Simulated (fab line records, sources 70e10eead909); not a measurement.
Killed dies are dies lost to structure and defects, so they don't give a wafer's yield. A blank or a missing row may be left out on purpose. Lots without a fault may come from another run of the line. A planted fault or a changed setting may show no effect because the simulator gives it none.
Chamber matching | flow nand_harc | NHARC_A_STAIRCASE_ETCH_169 on rie_diel-04: 4 sister chambers
The step etches the open film in CH3F/O2, target depth 50 nm, time 107.1 s. 14 wafers are shown with their chamber, then 7 later ones without.

WAFERS WITH THEIR CHAMBER
wafer  | chamber | drypump_motor_current_A (A) | showerhead_plenum_p_Torr (Torr) | rf_vpp_V (V)
L077.1 | 0       | 5.58                        | 2.55                            | 245.6
L077.2 | 2       | 5.96                        | 2.52                            | 244.5
L077.5 | 1       | 5.72                        | 2.53                            | 244.8
L079.1 | 0       | 5.60                        | 2.55                            | 245.7
L079.3 | 2       | 5.96                        | 2.51                            | 245.9
L079.5 | 3       | 4.97                        | 2.41                            | 244.5
L084.2 | 3       | 4.97                        | 2.41                            | 243.2
L084.4 | 1       | 5.72                        | 2.52                            | 245.0
L084.6 | 0       | 5.60                        | 2.54                            | 245.8
L085.3 | 2       | 5.96                        | 2.50                            | 245.1
L085.4 | 0       | 5.62                        | 2.54                            | 246.4
L085.6 | 1       | 5.73                        | 2.52                            | 245.9
L089.1 | 1       | 5.70                        | 2.52                            | 245.7
L089.3 | 2       | 5.94                        | 2.50                            | 246.3

SIGNATURES (means of the wafers above)
reading                  | chamber 0 | chamber 1 | chamber 2 | chamber 3 | scatter within a chamber
drypump_motor_current_A  | 5.6000    | 5.7175    | 5.9550    | 4.9700    | 0.0125
showerhead_plenum_p_Torr | 2.5450    | 2.5225    | 2.5075    | 2.4100    | 0.00671
rf_vpp_V                 | 245.875   | 245.350   | 245.450   | 243.850   | 0.635
Rule: a wafer's distance from a chamber is the root of the sum, over the readings, of the square of ((its reading less the chamber's mean) divided by the reading's scatter). The wafer belongs to the nearest chamber; if the next one is less than 2 further off, it can't be placed. The scatter: the root of (the sum of the squares of (reading less its chamber's mean) over the shown wafers, divided by (wafers less chambers)).

WAFERS WITHOUT THEIR CHAMBER
wafer  | drypump_motor_current_A (A) | showerhead_plenum_p_Torr (Torr) | rf_vpp_V (V)
L089.4 | 4.99                        | 2.40                            | 243.2
L094.2 | 5.69                        | 2.51                            | 244.5
L094.5 | 5.97                        | 2.49                            | 244.4
L094.6 | 5.75                        | 2.51                            | 244.2
L096.2 | 5.94                        | 2.49                            | 244.1
L096.5 | 4.98                        | 2.39                            | 242.8
L096.6 | 5.59                        | 2.52                            | 244.3

WHICH CHAMBER EACH WENT THROUGH
wafer  | from the rows above | in truth
L089.4 | 3                   | 3
L094.2 | 1                   | 1
L094.5 | 2                   | 2
L094.6 | 1                   | 1
L096.2 | 2                   | 2
L096.5 | 3                   | 3
L096.6 | 0                   | 0
Placed correctly: 7 of 7. Can't be placed from these rows: 0. Placed wrongly: 0.
